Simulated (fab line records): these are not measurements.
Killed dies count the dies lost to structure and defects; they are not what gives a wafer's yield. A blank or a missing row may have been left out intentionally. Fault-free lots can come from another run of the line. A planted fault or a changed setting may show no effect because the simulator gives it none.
Comparing a struck lot with a sound one :: flow n5Finfet :: 18 out of 1938 route steps
Sound: the wafers L840.3, L840.4, L840.6. Wafers L841.4, L841.5, L841.6 were the ones struck. The cause is named last.
Order at every step that has rows: each side's tool, ch and its chambers, its first start. Under that, the readings that differ: sound wafers :: struck wafers :: difference of the means :: sigmas: that difference in standard deviations of wafers without a fault.
alike: readings whose means differ by less than 2 such deviations, and words and numbers that are the same on both sides. not compared: withheld readings, readings that some wafer has no value for, bounds like >300 that may hide the same value, and numbers for which the record gives no deviation and whose values overlap.
A row with sigmas, a row that says differs or no value, or rows on one side alone: a step with any of these is where the two part. Numbers that don't overlap but have no deviation are shown without sigmas and don't part them. Lack of a reading on every wafer of one side parts them only where that side has two or more wafers.

N5_BEOL_M3_INSPECT_30: inspects for defects (brightfield).
  struck on defectInspect-01, day 11 18:36; sound on defectInspect-02, day 11 14:10
  alike: rawDefectCount
then, 2 steps without rows for these wafers: N5_BEOL_M3_DESCUM_33 (chemistry O2, time 7 s); N5_BEOL_M3_ETCH_77 (etches underlayer in N2/H2, target depth 6.5 nm, time 5.2 s).
N5_BEOL_M3_ETCH_69: etches SiARC in CF4, target depth 15.6 nm, time 26 s.
  sound on rieDiel-04 ch 0,2, day 11 14:15; struck on rieDiel-03 ch 0,1, day 11 18:41
reading: drypumpMotorCurrentA (A)
sound: 6.1 6.5 6.2
struck: 5.1 5.1 5.5
difference: -1.0
sigmas: -3
  alike: biasW, etchRfOnTimeS, oesProductAu, rfFwdPowerW, rfVppV, showerheadPlenumPTorr, throttleValvePct
  not compared: rfHoursCounterH
N5_BEOL_M3_ALD_98: deposits SiO2, target thk 2.5 nm, pulse time 1 s, co reactant pulse time 1 s.
  sound on aldSin-04 ch 0,1,2, day 11 14:26; struck on aldSin-03 ch 1,2,3, day 11 18:46
  alike: heaterPowerW, precursorPulseHeightRel
then, 1 step without rows for these wafers: N5_BEOL_M3_ETCHBACK_99 (etches SiO2 in CHF3, target depth 5 nm, time 10.4 s).
N5_BEOL_M3_ETCH_70: etches SOC in N2/H2, target depth 80 nm, overetch 16 nm, time 120 s.
  sound on rieDiel-03 ch 0,2,3, day 11 17:00; struck on rieDiel-03 ch 0,1,3, day 12 01:53
  alike: biasW, drypumpMotorCurrentA, oesProductAu, rfFwdPowerW, rfVppV, showerheadPlenumPTorr, throttleValvePct
  not compared: rfHoursCounterH
then, 2 steps without rows for these wafers: N5_BEOL_M3_STRIP_71 (strips in N2/H2); N5_BEOL_M3_STRIP_78 (strips in N2/H2).
N5_BEOL_M3_VIA_ETCH_34: etches the open film in C4F6/O2, target depth 69.4 nm, time 65.9 s.
  sound on rieDiel-03 ch 0,2,3, day 11 17:06; struck on rieDiel-03 ch 0,1,3, day 12 01:59
  alike: biasW, drypumpMotorCurrentA, oes_f_703_au, oes_o_777_au, oesProductAu, rfFwdPowerW, rfVppV, showerheadPlenumPTorr, throttleValvePct
  not compared: rfHoursCounterH
then, 2 steps without rows for these wafers: N5_BEOL_M3_STRIP_83 (strips in C4F6/O2); N5_BEOL_M3_STRIP_36 (strips in N2/H2).
N5_BEOL_M3_TRENCH_ETCH_37: etches SiOC in C4F6/O2, target depth 55.555 nm, time 29.2 s.
  sound on rieDiel-03 ch 0,2,3, day 11 17:12; struck on rieDiel-03 ch 0,1,3, day 12 02:05
reading: oes_f_703_au (a.u.)
sound: 0.91 0.73 0.82
struck: 0.50 0.49 0.54
difference: -0.31
sigmas: -5

reading: oes_o_777_au (a.u.)
sound: 0.91 0.73 0.80
struck: 0.54 0.49 0.56
difference: -0.28
sigmas: -4

reading: oesProductAu (a.u.)
sound: 0.94 0.75 0.83
struck: 0.60 0.60 0.67
difference: -0.22
sigmas: -3

reading: rfFwdPowerW (W)
sound: 351.5 348.9 348.1
struck: 141.3 135.3 136.1
difference: -211.9
sigmas: -99 or more

reading: rfVppV (V)
sound: 669 689 662
struck: 803 827 787
difference: +132
sigmas: +9

reading: model.etch.depthNm (nm)
sound: 57.3 57.86 55.97
struck: 38.45 39.97 38.53
difference: -18.06
sigmas: 

reading: model.BEOL_M3.featureDepthNm (nm)
sound: 57.2 57.8 56
struck: 38.4 40 38.6
difference: -18.0
sigmas: 
  alike: biasW, drypumpMotorCurrentA, showerheadPlenumPTorr, throttleValvePct
  not compared: rfHoursCounterH, model.TiN_of_BEOL_M3_HM_DEP_02.thkNm
then, 1 step without rows for these wafers: N5_BEOL_M3_ETCH_41 (etches SiCN in CH3F/O2, target depth 29.9 nm, time 52.5 s).
N5_BEOL_M3_STRIP_97: strips in N2/H2, time 10 s.
  sound on rieDiel-03 ch 0,2,3; struck on rieDiel-03 ch 0,1,3
  alike: drypumpMotorCurrentA, oesProductAu, rfVppV, showerheadPlenumPTorr, throttleValvePct
  not compared: rfHoursCounterH
N5_BEOL_M3_OCD_MEAS_38:
  struck on ocd-01, day 12 02:14; sound on ocd-02, day 11 17:21
reading: trenchDepthNm (nm)
sound: 57.1 58.5 55.6
struck: 38.4 40.0 39.1
difference: -17.9
sigmas: -15
then, 1 step without rows for these wafers: N5_BEOL_M3_HM_STRIP_39 (strips TiN in peroxide tin strip, target depth 25 nm, time 158 s).
N5_BEOL_M4_RC_MEAS_101:
  sound on prober-02 ch 0, day 12 09:26; struck on prober-02 ch 0, day 12 22:37
  alike: DIBL_N, DIBL_P, IOFF_N, IOFF_P, ION_N, ION_P, SS_N, SS_P, VT_N, VT_P

## WHERE THEY PART
Last at N5_BEOL_M3_OCD_MEAS_38 as far as this record goes, first at N5_BEOL_M3_ETCH_69. Later steps at which nothing parts them and some readings are alike: N5_BEOL_M4_RC_MEAS_101.

WHY: the cause the simulator had injected
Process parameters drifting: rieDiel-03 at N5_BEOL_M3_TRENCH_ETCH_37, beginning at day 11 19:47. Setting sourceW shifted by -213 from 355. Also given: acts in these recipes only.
